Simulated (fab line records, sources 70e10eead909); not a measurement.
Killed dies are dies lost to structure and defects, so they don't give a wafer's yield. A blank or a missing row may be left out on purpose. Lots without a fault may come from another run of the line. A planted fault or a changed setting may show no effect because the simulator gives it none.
fab line records | flow nand_harc
record lots=11 wafers=33 last_day=24
route steps=1159 shown P_CONTACT@237 P_M0@261 END@1159
lots that met no fault: from a run of the same line without faults
start_h: hours from the record's first day to the start of the lot's first wafer shown | wait_h: hours since the lot's step before | " the same as in the row above | L1.1+2: a row that stands for several wafers | - no value, or no start given | * or withheld: withheld | < > ~ a bound
route shown NAME@n: a module of which the file shows steps, and the number in the route of the first | usual: mean/standard deviation of fault-free wafers | same: alike in all rows | chamber/n: place in a boat | sites: the reading at each site | _std_site: their standard deviation | _edge_site: outer sites' mean less inner sites' | radius_mm: how far each site lies from the wafer's centre | mask NAME#n: copy n | behind: the tool/chamber that last shaped the wafer | hold: why the lot was held/for how many hours/how that ended | device: the transistor (n, p or np) that didn't switch | end of line: the same wafers' tests at the end of the route | a step without rows: its recipe alone | killed: dies lost to structure and defects at the first sort, not the wafer's yield | map: a wafer's dies, x killed, . not, _ none there
set.NAME: the setting as run; set.NAME@STEP: as run at that earlier step | model.NAME: the simulator's own value behind a step, which no gauge read
steps of the route over a sample of lots; a table a step, a row a wafer
services: from which hour (start_h, from the record's first day; less than 0 if before it) a tool's chamber was out of use, for how many hours, and why
## steps
# step NHARC_P_CONTACT_ETCH_36
# recipe target_depth_a=2600 over_etch_frac=0.25 time_s=406.25 ion_energy_ev=200 n2_flow_sccm=150 h2_flow_sccm=150 ar_flow_sccm=0 rf_w=400 bias_w=150 chemistry=N2/H2
# usual bias_w=150.0/0.46 drypump_motor_current_A=6.0/0.38 n2_flow_sccm=149.9/0.4 oes_product_au=1.000/0.0085 rf_vpp_V=429.4/2.5 showerhead_plenum_p_Torr=2.00/0.087 throttle_valve_pct=14.172/0.0096
# columns lot.wafer tool chamber start_h wait_h bias_w drypump_motor_current_A n2_flow_sccm oes_product_au rf_hours_counter_h rf_vpp_V showerhead_plenum_p_Torr throttle_valve_pct
L742.2 rie_diel-10 3 - - 150.1 5.8 150.4 1.001 9 430.0 2.01 14.165
L742.3 " 1 " " 149.5 5.8 150.3 1.008 12 428.6 1.99 14.152
L742.6 " 3 " " 150.6 5.8 149.3 1.000 - 428.7 2.01 14.176
L741.4 rie_diel-10 2 - - 149.4 6.4 150.0 0.998 12 434.6 2.14 14.166
L741.3 " 3 " " 150.4 5.8 150.0 0.999 10 430.2 2.01 14.166
L741.5 " 1 " " 150.7 5.8 150.0 0.996 - 429.1 1.99 14.169
L743.3 rie_diel-04 1 - - 150.4 6.6 150.4 1.005 0 431.8 2.05 14.170
L743.2 " 2 " " 150.4 6.3 150.1 1.004 0 432.4 2.10 14.175
L743.4 " 2 " " 149.9 6.3 149.7 1.002 - 432.2 2.10 14.178
L745.2 rie_diel-10 1 - - 150.2 5.7 149.8 1.010 16 428.8 1.99 14.166
L745.1 " 2 " " 150.7 6.3 149.1 1.008 15 434.0 2.14 14.171
L745.6 " 1 " " 149.7 5.8 149.8 1.002 - 429.1 1.99 14.172
L754.4 rie_diel-12 1 - - 150.0 5.9 149.1 0.991 49 428.6 1.95 14.158
L754.2 " 2 " " 150.0 6.3 149.4 1.011 51 434.5 2.13 14.168
L754.1 " 3 " " 150.1 6.5 149.2 0.988 51 432.1 2.15 14.153
L755.4 rie_diel-04 3 - - 149.7 5.8 149.6 0.994 6 426.7 1.90 14.175
L755.3 " 2 " " 150.0 6.3 150.1 1.001 7 432.7 2.10 14.178
L755.5 " 0 " " 149.4 5.4 149.9 1.010 - 427.0 1.91 14.181
L757.3 rie_diel-10 1 - - 150.4 5.7 150.6 1.005 1 427.3 1.99 14.199
L757.1 " 2 " " 149.1 6.4 150.3 1.003 2 432.2 2.14 14.160
L757.5 " 0 " " 150.0 5.7 149.9 0.999 - 426.3 1.90 14.167
L758.1 rie_diel-04 1 - - 149.3 6.6 150.6 0.979 9 431.4 2.05 14.157
L758.2 " 2 " " 149.7 6.3 149.7 0.999 9 431.9 2.10 14.163
L758.5 " 0 " " 149.9 5.4 149.8 1.006 - 427.0 1.91 14.167
L761.3 rie_diel-12 0 - - 149.6 5.7 149.9 0.997 10 430.1 2.00 14.176
L761.1 " 1 " " 149.2 5.9 149.9 0.998 9 426.6 1.94 14.172
L761.6 " 1 " " 150.1 5.9 149.1 0.985 - 427.1 1.94 14.176
L763.2 rie_diel-04 2 - - 149.1 6.3 150.2 1.003 12 430.9 2.10 14.174
L763.4 " 3 " " 149.2 5.8 149.4 0.981 12 426.5 1.90 14.179
L763.5 " 0 " " 150.4 5.4 150.2 1.004 - 426.8 1.91 14.192
L764.4 rie_diel-10 0 - - 150.1 5.8 150.3 1.001 7 425.9 1.90 14.168
L764.3 " 3 " " 150.9 5.8 149.8 1.011 7 429.3 2.00 14.184
L764.5 " 1 " " 150.1 5.8 149.6 1.003 - 429.2 1.99 14.162
# step NHARC_P_CONTACT_PVD_32
# recipe target_thk_a=50 chamber_pressure_pa=5 power_w=5000 substrate_temp_c=200 time_s=17.7 material=Ti
# usual throttle_valve_pct=30.5/0.99
# columns lot.wafer tool chamber start_h wait_h throttle_valve_pct
L742.3 pvd_sputter-03 - - - 28.4
L742.2 " - " " 30.8
L742.6 " - " " 28.7
L741.3 pvd_sputter-01 - - - 30.0
L741.4 " - " " 31.8
L741.5 " - " " 30.2
L743.4 pvd_sputter-01 - - - 31.8
L743.3 " - " " 29.8
L743.2 " - " " 31.6
L745.2 pvd_sputter-02 - - - 29.9
L745.1 " - " " 30.5
L745.6 " - " " 30.1
L754.1 pvd_sputter-03 - - - 31.1
L754.2 " - " " 28.3
L754.4 " - " " 28.9
L755.4 pvd_sputter-02 - - - 29.8
L755.3 " - " " 30.8
L755.5 " - " " 30.2
L757.3 pvd_sputter-02 - - - 30.0
L757.1 " - " " 29.9
L757.5 " - " " 29.5
L758.2 pvd_sputter-01 - - - 30.4
L758.1 " - " " 31.8
L758.5 " - " " 30.4
L761.1 pvd_sputter-01 - - - 31.9
L761.3 " - " " 30.8
L761.6 " - " " 30.3
L763.2 pvd_sputter-01 - - - 31.7
L763.4 " - " " 29.8
L763.5 " - " " 31.7
L764.3 pvd_sputter-02 - - - 30.9
L764.4 " - " " 29.6
L764.5 " - " " 30.4
# step NHARC_P_CONTACT_INSPECT_27
# usual raw_defect_count=296/120
# columns lot.wafer tool chamber start_h wait_h raw_defect_count
L742.2 defect_inspect-02 - 116.04 0.1 277
L742.3 " - " " 226
L742.6 " - " " 150
L741.3 defect_inspect-01 - 116.56 0.1 324
L741.4 " - " " 184
L741.5 " - " " 238
L743.2 defect_inspect-02 - 133.77 0.1 123
L743.3 " - " " 194
L743.4 " - " " 150
L745.1 defect_inspect-02 - 144.22 0.1 358
L745.2 " - " " 418
L745.6 " - " " 272
L754.1 defect_inspect-01 - 190.07 0.1 311
L754.2 " - " " 333
L754.4 " - " " 230
L755.3 defect_inspect-02 - 190.61 0.1 813
L755.4 " - " " 506
L755.5 " - " " 558
L757.1 defect_inspect-01 - 208.46 0.1 445
L757.3 " - " " 312
L757.5 " - " " 309
L758.1 defect_inspect-02 - 214.86 0.1 234
L758.2 " - " " 161
L758.5 " - " " 246
L761.1 defect_inspect-02 - 235.90 0.1 460
L761.3 " - " " 377
L761.6 " - " " 345
L763.2 defect_inspect-02 - 248.47 0.1 179
L763.4 " - " " 322
L763.5 " - " " 204
L764.3 defect_inspect-02 - 256.47 0.1 364
L764.4 " - " " 242
L764.5 " - " " 353
# step NHARC_P_M0_PEB_07
# recipe peb_temp_c=100 peb_time_s=65
# usual heater_power_total_W=156.6/0.43
# columns lot.wafer tool chamber start_h wait_h heater_power_total_W
L742.2 litho_track-06 0 116.89 0.1 156.5
L742.3 " 0 " " 156.4
L742.6 " 0 " " 156.1
L741.3 litho_track-01 0 117.39 0.0 156.2
L741.4 " 0 " " 156.1
L741.5 " 0 " " 156.1
L743.2 litho_track-04 0 134.62 0.1 157.1
L743.3 " 0 " " 157.1
L743.4 " 0 " " 156.1
L745.1 litho_track-01 0 145.04 0.1 156.1
L745.2 " 0 " " 157.1
L745.6 " 0 " " 156.3
L754.1 litho_track-01 0 190.89 0.1 163.3
L754.2 " 0 " " 156.9
L754.4 " 0 " " 162.8
L755.3 litho_track-01 0 191.44 0.0 156.1
L755.4 " 0 " " 162.7
L755.5 " 0 " " 157.2
L757.1 litho_track-06 0 209.29 0.1 156.6
L757.3 " 0 " " 157.1
L757.5 " 0 " " 157.2
L758.1 litho_track-06 0 215.63 0.1 157.0
L758.2 " 0 " " 157.2
L758.5 " 0 " " 156.9
L761.1 litho_track-06 0 236.72 0.1 156.0
L761.3 " 0 " " 157.1
L761.6 " 0 " " 157.1
L763.2 litho_track-04 0 249.29 0.1 157.1
L763.4 " 0 " " 157.2
L763.5 " 0 " " 156.0
L764.3 litho_track-04 0 257.29 0.0 156.9
L764.4 " 0 " " 157.0
L764.5 " 0 " " 156.5
# step NHARC_P_M0_CD_MEAS_09
# recipe target_cd_nm=90 landing_energy_ev=500
# usual cd_nm=89.8/0.68
# same landing_energy_ev=500
# columns lot.wafer tool chamber start_h wait_h cd_nm
L742.2 cd_sem-03 0 116.97 - 90.5
L742.3 " 0 " " 90.3
L742.6 " 0 " " 90.8
L741.3 cd_sem-01 0 117.47 - 89.7
L741.4 " 0 " " 89.5
L741.5 " 0 " " 88.6
L743.2 cd_sem-03 0 134.70 - 90.7
L743.3 " 0 " " 90.7
L743.4 " 0 " " 90.4
L745.1 cd_sem-03 0 145.12 - 89.6
L745.2 " 0 " " 90.2
L745.6 " 0 " " 88.9
L754.1 cd_sem-01 0 190.97 - 86.7
L754.2 " 0 " " 89.5
L754.4 " 0 " " 86.3
L755.3 cd_sem-01 0 191.52 - 88.5
L755.4 " 0 " " 86.6
L755.5 " 0 " " 89.9
L757.1 cd_sem-03 0 209.36 - 89.5
L757.3 " 0 " " 91.2
L757.5 " 0 " " 90.0
L758.1 cd_sem-03 0 215.71 - 89.6
L758.2 " 0 " " 89.3
L758.5 " 0 " " 89.0
L761.1 cd_sem-02 0 236.80 - 90.3
L761.3 " 0 " " 90.6
L761.6 " 0 " " 90.1
L763.2 cd_sem-03 0 249.38 - 89.3
L763.4 " 0 " " 89.9
L763.5 " 0 " " 89.7
L764.3 cd_sem-02 0 257.38 - 90.0
L764.4 " 0 " " 90.0
L764.5 " 0 " " 90.2
# step NHARC_END_SORT_01
# recipe temp_c=25
# usual defect_limited_yield=95.4/1.5 killed_at_array=27/9.9 killed_at_other=0.6/0.84 killed_at_periphery=3.7/2.5 killed_dies=31/9.9 killed_open=3.0/1.6 killed_short=1.9/1.2 sort_bin_2_pct=1.5/0.6 sort_bin_3_pct=0.26/0.21 sort_bin_4_pct=2.9/0.98 sort_n_pass=646/9.9 sort_rim_yield_pct=96.3/2.4 sort_yield_pct=95.4/1.5
# same gross_dies=677 sort_bin_5_pct[%]=0 sort_bin_6_pct[%]=0 sort_bin_7_pct[%]=0 sort_bin_8_pct[%]=0 sort_rim_n_gross=106.00
# columns lot.wafer tool chamber start_h wait_h defect_limited_yield[%] killed_at_array killed_at_other killed_at_periphery killed_dies killed_open killed_short sort_bin_2_pct[%] sort_bin_3_pct[%] sort_bin_4_pct[%] sort_n_pass sort_rim_yield_pct[%] sort_yield_pct[%]
L742.2 prober-02 0 442.75 2.8 97.5 14 0 3 17 4 2 1.2 0.30 1.0 660 98.1 97.5
L742.3 prober-02 0 443.53 3.0 96.3 23 0 2 25 6 1 1.2 0 2.5 652 97.2 96.3
L742.6 prober-02 0 445.89 3.9 96.3 19 1 5 25 3 1 1.3 0.15 2.2 652 95.3 96.3
L741.3 prober-01 0 443.50 3.1 95.6 26 1 3 30 2 3 1.6 0.59 2.2 647 92.5 95.6
L741.4 prober-01 0 444.30 3.4 95.7 24 2 3 29 2 2 1.5 0 2.8 648 100.0 95.7
L741.5 prober-01 0 445.09 3.7 96.9 17 1 3 21 3 2 0.6 0.30 2.2 656 90.6 96.9
L743.2 prober-01 0 454.23 2.8 96.3 21 0 4 25 2 1 1.2 0.44 2.1 652 96.2 96.3
L743.3 prober-01 0 455.03 3.1 94.7 31 0 5 36 1 3 1.3 0.74 3.2 641 93.4 94.7
L743.4 prober-01 0 455.83 3.4 95.0 31 0 3 34 1 1 2.1 0.15 2.8 643 96.2 95.0
L745.1 prober-01 0 461.19 2.5 95.4 28 0 3 31 6 3 0.9 0.30 3.4 646 89.6 95.4
L745.2 prober-01 0 462.00 2.8 93.6 38 0 5 43 3 5 1.5 0.44 4.4 634 97.2 93.6
L745.6 prober-01 0 465.20 4.0 95.0 32 0 2 34 2 2 1.2 0.15 3.7 643 97.2 95.0
L754.1 prober-02 0 519.70 2.5 97.2 14 1 4 19 5 2 0.6 0.30 1.9 658 99.1 97.2
L754.2 prober-02 0 520.51 2.8 97.3 11 0 7 18 3 3 0.7 0.15 1.8 659 98.1 97.3
L754.4 prober-02 0 522.12 3.4 96.0 23 0 4 27 3 4 0.6 0.74 2.7 650 96.2 96.0
L755.3 prober-01 0 526.65 3.1 93.1 46 0 1 47 0 1 1.9 0.15 4.9 630 96.2 93.1
L755.4 prober-01 0 527.44 3.4 95.1 30 1 2 33 2 0 1.6 0.15 3.1 644 96.2 95.1
L755.5 prober-01 0 528.23 3.7 94.1 39 0 1 40 2 2 2.5 0.30 3.1 637 97.2 94.1
L757.1 prober-01 0 532.81 2.5 96.0 25 2 0 27 0 0 0.6 0.15 3.2 650 94.3 96.0
L757.3 prober-01 0 534.42 3.1 94.8 33 2 0 35 1 1 1.3 0.30 3.5 642 100.0 94.8
L757.5 prober-01 0 536.03 3.7 93.9 36 2 3 41 4 4 1.8 0.74 3.5 636 93.4 93.9
L758.1 prober-02 0 541.40 2.5 94.5 35 2 0 37 1 3 2.2 0.30 3.0 640 99.1 94.5
L758.2 prober-02 0 542.19 2.8 96.8 20 0 2 22 4 3 1.6 0.15 1.5 655 94.3 96.8
L758.5 prober-02 0 544.56 3.7 96.3 20 3 2 25 3 1 0.9 0 2.8 652 93.4 96.3
L761.1 prober-02 0 550.54 2.5 92.2 51 0 2 53 5 3 3.0 0.44 4.4 624 95.3 92.2
L761.3 prober-02 0 552.15 3.1 94.2 36 0 3 39 1 1 1.5 0.30 4.0 638 94.3 94.2
L761.6 prober-02 0 554.56 4.0 92.6 47 0 3 50 4 1 2.2 0.44 4.7 627 97.2 92.6
L763.2 prober-02 0 559.12 2.8 94.5 35 0 2 37 2 2 1.6 0.44 3.4 640 94.3 94.5
L763.4 prober-02 0 560.73 3.4 94.2 36 0 3 39 4 0 1.0 0.44 4.3 638 94.3 94.2
L763.5 prober-02 0 561.53 3.7 93.9 36 0 5 41 4 3 1.2 0.44 4.4 636 96.2 93.9
L764.3 prober-01 0 574.62 3.2 96.8 20 0 2 22 2 1 0.7 0.15 2.4 655 99.1 96.8
L764.4 prober-01 0 575.45 3.5 97.0 19 0 1 20 1 1 0.4 0 2.5 657 99.1 97.0
L764.5 prober-01 0 576.29 3.8 97.0 19 0 1 20 2 2 1.0 0.30 1.6 657 99.1 97.0
# killed by level:class
L742.2 A_SLIT:chamber_film_flake=4 A_CHANNEL_HOLE_D1:chamber_film_flake=3 A_CONTACT:chamber_film_flake=3 P_CONTACT:geometric_particle:short=1 P_M1:geometric_particle:open=1 A_ONON_D1:geometric_particle:open=1 A_CHANNEL_FILL_D1:geometric_particle:short=1 A_SGD_CUT:geometric_particle:open=1
L741.3 A_SLIT:chamber_film_flake=10 A_CHANNEL_HOLE_D1:chamber_film_flake=6 A_CONTACT:chamber_film_flake=4 P_STI:chamber_film_flake=3 A_ONON_D1:geometric_particle:short=1 A_CHANNEL_FILL_D1:geometric_particle:open=1 A_WL_FILL:geometric_particle:short=1 A_CONTACT:geometric_particle:short=1
L742.3 A_SLIT:chamber_film_flake=13 A_CHANNEL_HOLE_D1:geometric_particle:open=2 A_CHANNEL_HOLE_D1:chamber_film_flake=2 A_CONTACT:chamber_film_flake=2 P_CONTACT:geometric_particle:open=1 A_CHANNEL_FILL_D1:geometric_particle:open=1 A_CHANNEL_FILL_D1:geometric_particle:short=1 A_BLC:geometric_particle:open=1
L741.4 A_CHANNEL_HOLE_D1:chamber_film_flake=12 A_SLIT:chamber_film_flake=7 A_CONTACT:chamber_film_flake=2 THIN_TSV:chamber_film_flake=2 P_CONTACT:geometric_particle:short=1 P_M1:geometric_particle:short=1 A_SOURCE_PLATE:geometric_particle:open=1 A_CONTACT:geometric_particle:open=1
L741.5 A_SLIT:chamber_film_flake=7 A_CHANNEL_HOLE_D1:chamber_film_flake=5 A_CONTACT:geometric_particle:open=2 P_M0:geometric_particle:short=1 A_CHANNEL_HOLE_D1:geometric_particle:open=1 A_CONTACT:geometric_particle:short=1 P_STI:chamber_film_flake=1 P_GATE:chamber_film_flake=1
L742.6 A_SLIT:chamber_film_flake=10 P_GATE:chamber_film_flake=4 A_CONTACT:chamber_film_flake=4 A_SGD_CUT:geometric_particle:open=1 A_CONTACT:geometric_particle:open=1 A_BLC:geometric_particle:open=1 P_ZERO_WELL:chamber_film_flake=1 STARTING-WAFER:geometric_particle:short=1
L743.2 A_SLIT:chamber_film_flake=11 A_CHANNEL_HOLE_D1:chamber_film_flake=4 A_M0:chamber_film_flake=3 P_STI:chamber_film_flake=2 P_M0:geometric_particle:short=1 P_M0:geometric_particle:open=1 A_CONTACT:geometric_particle:open=1 A_ZERO_WELL:chamber_film_flake=1
L743.3 A_SLIT:chamber_film_flake=7 A_CHANNEL_HOLE_D1:chamber_film_flake=5 A_STAIRCASE:chamber_film_flake=4 A_WL_FILL:chamber_film_flake=4 A_CONTACT:chamber_film_flake=4 P_CONTACT:chamber_film_flake=3 A_M0:chamber_film_flake=3 P_M0:geometric_particle:open=1
L743.4 A_SLIT:chamber_film_flake=9 A_CHANNEL_HOLE_D1:chamber_film_flake=8 A_WL_FILL:chamber_film_flake=4 A_M0:chamber_film_flake=4 P_CONTACT:chamber_film_flake=3 A_CONTACT:chamber_film_flake=3 A_ONON_D1:geometric_particle:open=1 A_CONTACT:geometric_particle:short=1
L745.1 A_CHANNEL_HOLE_D1:chamber_film_flake=8 A_SLIT:chamber_film_flake=6 A_CONTACT:chamber_film_flake=5 A_SGD_CUT:geometric_particle:short=2 A_CONTACT:geometric_particle:open=2 P_STI:geometric_particle:open=1 P_M2:geometric_particle:open=1 A_WL_FILL:geometric_particle:short=1
L745.2 A_CHANNEL_HOLE_D1:chamber_film_flake=14 A_SLIT:chamber_film_flake=9 A_STAIRCASE:chamber_film_flake=5 P_M1:geometric_particle:open=2 P_GATE:chamber_film_flake=2 A_CHANNEL_FILL_D1:chamber_film_flake=2 P_GATE:geometric_particle:short=1 A_WL_FILL:geometric_particle:short=1
L745.6 A_CHANNEL_HOLE_D1:chamber_film_flake=15 A_SLIT:chamber_film_flake=9 A_STAIRCASE:chamber_film_flake=2 P_M1:geometric_particle:open=1 A_CONTACT:geometric_particle:open=1 A_BLC:geometric_particle:short=1 A_M1:geometric_particle:short=1 P_GATE:chamber_film_flake=1
L754.1 A_CHANNEL_HOLE_D1:chamber_film_flake=3 A_CONTACT:chamber_film_flake=3 P_M0:geometric_particle:open=1 A_ONON_D1:geometric_particle:short=1 A_ONON_D1:geometric_particle:open=1 A_CHANNEL_FILL_D1:geometric_particle:open=1 A_WL_FILL:geometric_particle:open=1 A_M1:geometric_particle:open=1
L754.2 P_CONTACT:chamber_film_flake=3 A_CHANNEL_HOLE_D1:chamber_film_flake=3 A_ZERO_WELL:chamber_film_flake=2 P_ZERO_WELL:chamber_film_flake=2 A_STAIRCASE:chamber_film_flake=2 P_STI:geometric_particle:short=1 P_CONTACT:geometric_particle:open=1 A_SGD_CUT:geometric_particle:short=1
L754.4 A_CHANNEL_HOLE_D1:chamber_film_flake=14 A_WL_FILL:geometric_particle:open=2 P_STI:geometric_particle:short=1 A_SOURCE_PLATE:geometric_particle:short=1 A_CHANNEL_FILL_D1:geometric_particle:short=1 A_SGD_CUT:geometric_particle:short=1 A_CONTACT:geometric_particle:open=1 P_ZERO_WELL:chamber_film_flake=1
L755.3 A_CHANNEL_HOLE_D1:chamber_film_flake=19 A_SLIT:chamber_film_flake=13 A_BLC:chamber_film_flake=7 A_CONTACT:chamber_film_flake=5 A_CHANNEL_HOLE_D1:geometric_particle:short=1 P_STI:chamber_film_flake=1 A_STAIRCASE:chamber_film_flake=1
L755.4 A_SLIT:chamber_film_flake=13 A_CONTACT:chamber_film_flake=6 A_CHANNEL_HOLE_D1:chamber_film_flake=5 A_STAIRCASE:chamber_film_flake=3 A_ONON_D1:geometric_particle:open=1 A_M0:geometric_particle:open=1 P_STI:chamber_film_flake=1 P_BONDPAD:chamber_film_flake=1
L755.5 A_CHANNEL_HOLE_D1:chamber_film_flake=15 A_SLIT:chamber_film_flake=13 A_STAIRCASE:chamber_film_flake=2 A_BLC:chamber_film_flake=2 A_ONON_D1:geometric_particle:short=1 A_CHANNEL_FILL_D1:geometric_particle:open=1 A_CHANNEL_FILL_D1:geometric_particle:short=1 A_CONTACT:geometric_particle:open=1
L757.1 A_SLIT:chamber_film_flake=15 A_CHANNEL_HOLE_D1:chamber_film_flake=7 A_CONTACT:chamber_film_flake=2 THIN_TSV:chamber_film_flake=2 A_STAIRCASE:chamber_film_flake=1
L757.3 A_CHANNEL_HOLE_D1:chamber_film_flake=17 A_SLIT:chamber_film_flake=13 THIN_TSV:chamber_film_flake=2 A_CONTACT:geometric_particle:short=1 A_CONTACT:geometric_particle:open=1 A_STAIRCASE:chamber_film_flake=1
L757.5 A_SLIT:chamber_film_flake=21 A_CHANNEL_HOLE_D1:chamber_film_flake=7 A_CHANNEL_FILL_D1:geometric_particle:open=2 A_CONTACT:geometric_particle:open=2 THIN_TSV:chamber_film_flake=2 P_M0:geometric_particle:short=1 P_M1:geometric_particle:short=1 A_WL_FILL:geometric_particle:short=1
L758.1 A_CHANNEL_HOLE_D1:chamber_film_flake=22 A_CONTACT:chamber_film_flake=6 A_STAIRCASE:chamber_film_flake=3 THIN_TSV:chamber_film_flake=2 A_SOURCE_PLATE:geometric_particle:short=1 A_CHANNEL_FILL_D1:geometric_particle:short=1 A_SGD_CUT:geometric_particle:short=1 A_M1:geometric_particle:open=1
L758.2 A_CHANNEL_HOLE_D1:chamber_film_flake=7 A_CONTACT:chamber_film_flake=4 A_CHANNEL_FILL_D1:geometric_particle:short=3 A_CONTACT:geometric_particle:open=2 P_CONTACT:geometric_particle:open=1 A_BLC:geometric_particle:open=1 P_STI:chamber_film_flake=1 A_ZERO_WELL:chamber_film_flake=1
L758.5 A_CHANNEL_HOLE_D1:chamber_film_flake=6 A_CONTACT:chamber_film_flake=4 A_ZERO_WELL:chamber_film_flake=3 A_STAIRCASE:chamber_film_flake=3 P_STI:chamber_film_flake=2 THIN_TSV:chamber_film_flake=2 A_ONON_D1:geometric_particle:open=1 A_CONTACT:geometric_particle:open=1
L761.1 A_SLIT:chamber_film_flake=18 A_CHANNEL_HOLE_D1:chamber_film_flake=14 A_STAIRCASE:chamber_film_flake=5 A_SGD_CUT:chamber_film_flake=5 A_CONTACT:chamber_film_flake=2 P_GATE:geometric_particle:open=1 A_CHANNEL_HOLE_D1:geometric_particle:open=1 A_WL_FILL:geometric_particle:short=1
L761.3 A_SLIT:chamber_film_flake=22 A_CHANNEL_HOLE_D1:chamber_film_flake=6 A_STAIRCASE:chamber_film_flake=3 P_STI:chamber_film_flake=2 A_CONTACT:chamber_film_flake=2 A_WL_FILL:geometric_particle:short=1 A_CONTACT:geometric_particle:open=1 P_M0:chamber_film_flake=1
L761.6 A_SLIT:chamber_film_flake=19 A_CHANNEL_HOLE_D1:chamber_film_flake=17 A_STAIRCASE:chamber_film_flake=2 A_SGD_CUT:chamber_film_flake=2 A_WL_FILL:chamber_film_flake=2 A_CONTACT:chamber_film_flake=2 P_GATE:geometric_particle:open=1 P_M0:geometric_particle:open=1
L763.2 A_SLIT:chamber_film_flake=17 A_CHANNEL_HOLE_D1:chamber_film_flake=5 A_STAIRCASE:chamber_film_flake=3 A_CHANNEL_FILL_D1:chamber_film_flake=2 A_CONTACT:chamber_film_flake=2 P_M0:geometric_particle:short=1 A_WL_FILL:geometric_particle:short=1 A_WL_FILL:geometric_particle:open=1
L763.4 A_SLIT:chamber_film_flake=17 A_CHANNEL_HOLE_D1:chamber_film_flake=7 A_STAIRCASE:chamber_film_flake=6 A_CHANNEL_FILL_D1:chamber_film_flake=3 P_GATE:geometric_particle:open=2 A_CONTACT:geometric_particle:open=2 P_GATE:chamber_film_flake=1 A_M0:chamber_film_flake=1
L763.5 A_SLIT:chamber_film_flake=20 A_CHANNEL_HOLE_D1:chamber_film_flake=4 A_STAIRCASE:chamber_film_flake=4 A_ONON_D1:geometric_particle:open=2 A_CHANNEL_FILL_D1:chamber_film_flake=2 A_M0:chamber_film_flake=2 P_GATE:geometric_particle:short=1 P_CONTACT:geometric_particle:open=1
L764.3 A_STAIRCASE:chamber_film_flake=6 A_CONTACT:chamber_film_flake=5 A_CHANNEL_HOLE_D1:unspecified=4 A_M1:chamber_film_flake=2 P_CONTACT:geometric_particle:open=1 A_ONON_D1:geometric_particle:open=1 A_M1:geometric_particle:short=1 P_GATE:chamber_film_flake=1
L764.4 A_STAIRCASE:chamber_film_flake=6 A_CONTACT:chamber_film_flake=5 A_WL_FILL:chamber_film_flake=2 A_M1:chamber_film_flake=2 P_M0:geometric_particle:open=1 A_WL_FILL:geometric_particle:short=1 A_ZERO_WELL:chamber_film_flake=1 A_CHANNEL_HOLE_D1:chamber_film_flake=1
L764.5 A_CONTACT:chamber_film_flake=8 A_STAIRCASE:chamber_film_flake=5 A_ONON_D1:geometric_particle:short=2 A_M1:chamber_film_flake=2 P_BONDPAD:geometric_particle:open=1 A_CHANNEL_FILL_D1:geometric_particle:open=1 A_CHANNEL_HOLE_D1:unspecified=1
## services
# columns tool chamber start_h hours kind
rie_diel-10 0 89.47 4.8 repair
rie_diel-04 1 89.75 9.2 repair
litho_track-01 - 93.00 7.0 pm
rie_diel-04 - 99.84 9.8 repair
pvd_sputter-03 - 102.00 10.0 pm
rie_diel-10 0 106.52 - clean
rie_diel-10 1 106.52 - clean
rie_diel-10 2 106.52 - clean
rie_diel-10 3 106.52 - clean
rie_diel-04 - 111.90 9.0 pm
litho_track-06 - 117.00 7.0 pm
rie_diel-12 1 121.41 6.1 repair
rie_diel-04 3 122.92 4.4 repair
rie_diel-12 3 128.51 3.0 repair
rie_diel-10 0 131.02 - clean
rie_diel-10 1 131.02 - clean
rie_diel-10 2 131.02 - clean
litho_track-04 - 141.00 7.0 pm
pvd_sputter-03 - 144.05 0.7 repair
pvd_sputter-01 - 158.00 10.0 pm
rie_diel-10 - 176.50 9.0 pm
rie_diel-12 - 202.45 9.0 pm
pvd_sputter-02 - 214.12 10.0 pm
rie_diel-12 2 227.10 3.9 repair
## key
first_sign step=NHARC_P_M0_PEB_07 reading=heater_power_total_W direction=up sigmas=15 usual=* struck=*
effect step=NHARC_P_M0_CD_MEAS_09 reading=cd_nm direction=down sigmas=4.9 usual=89.8 struck=86.5
met_at NHARC_P_M0_PEB_07
struck_lots L754,L755
struck_wafers L754.1,L754.4,L755.4
not_acting_at NHARC_P_CONTACT_ETCH_36,NHARC_P_CONTACT_PVD_32,NHARC_P_CONTACT_INSPECT_27
onset_between 145.04 190.89
fault kind=process_parameter_drift tool=litho_track-01 chamber=- onset_h=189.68 steps=NHARC_P_M0_PEB_07 channel=peb_time_s offset=* shape=step end_h=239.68 scope=struck_wafers_only acts_in=* stated=*
